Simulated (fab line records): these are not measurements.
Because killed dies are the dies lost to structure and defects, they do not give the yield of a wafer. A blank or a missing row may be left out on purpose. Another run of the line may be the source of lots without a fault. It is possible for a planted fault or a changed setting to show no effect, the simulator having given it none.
Matching of chambers    flow nand-harc    4 sister chambers for NHARC_A_CONTACT_ETCH_48 on rie-diel-05
The step etches the open film in CF4, target depth 39 nm, time 65 s. 8 wafers are shown with their chamber, then 11 later ones without.

## WAFERS PAIRED WITH THEIR CHAMBERS
wafer   chamber  showerhead-plenum-p-Torr (Torr)  oes-product-au (a.u.)
L081.1  3        1.86                             1.006
L082.2  3        1.86                             1.005
L082.3  0        1.84                             1.013
L084.5  1        1.85                             1.001
L085.1  2        1.82                             1.004
L085.3  0        1.84                             0.996
L085.6  1        1.85                             1.012
L093.3  2        1.81                             0.990

## WAFERS WITHOUT THEIR CHAMBER
wafer   showerhead-plenum-p-Torr (Torr)  oes-product-au (a.u.)
L093.4  1.85                             0.999
L093.5  1.85                             0.999
L094.3  1.85                             1.004
L094.4  1.83                             1.005
L094.6  1.81                             1.008
L091.3  1.85                             0.993
L091.4  1.85                             0.995
L091.5  1.83                             0.993
L097.1  1.85                             1.011
L097.3  1.81                             1.005
L097.4  1.85                             1.006

## WHICH CHAMBER EACH ONE RAN IN
wafer    from the rows above            in truth
L093.4   1                              1
L093.5   1                              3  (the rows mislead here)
L094.3   1                              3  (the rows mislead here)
L094.4   can't be placed: 0 or 2        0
L094.6   2                              2
L091.3   can't be placed: 1 or 0 or 3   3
L091.4   can't be placed: 1 or 0 or 3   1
L091.5   can't be placed: 0 or 2        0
L097.1   1                              1
L097.3   2                              2
L097.4   1                              1
Placed correctly: 5 of 11. Not placeable from these rows: 4 (in 4, the candidates include the true chamber). Number placed wrongly: 2.
How it was worked out, from the rows above alone: a wafer's distance from a chamber is the root of the sum, over the readings, of the square of ((its reading less the chamber's mean) divided by the reading's scatter). The wafer belongs to the nearest chamber; if the next one is less than 2 further off, it can't be placed. A chamber's mean is the mean of its shown wafers. How the scatter is found: for the shown wafers, subtract from each reading the mean of its chamber, square and add these, divide the total by (wafers less chambers), then take the root.
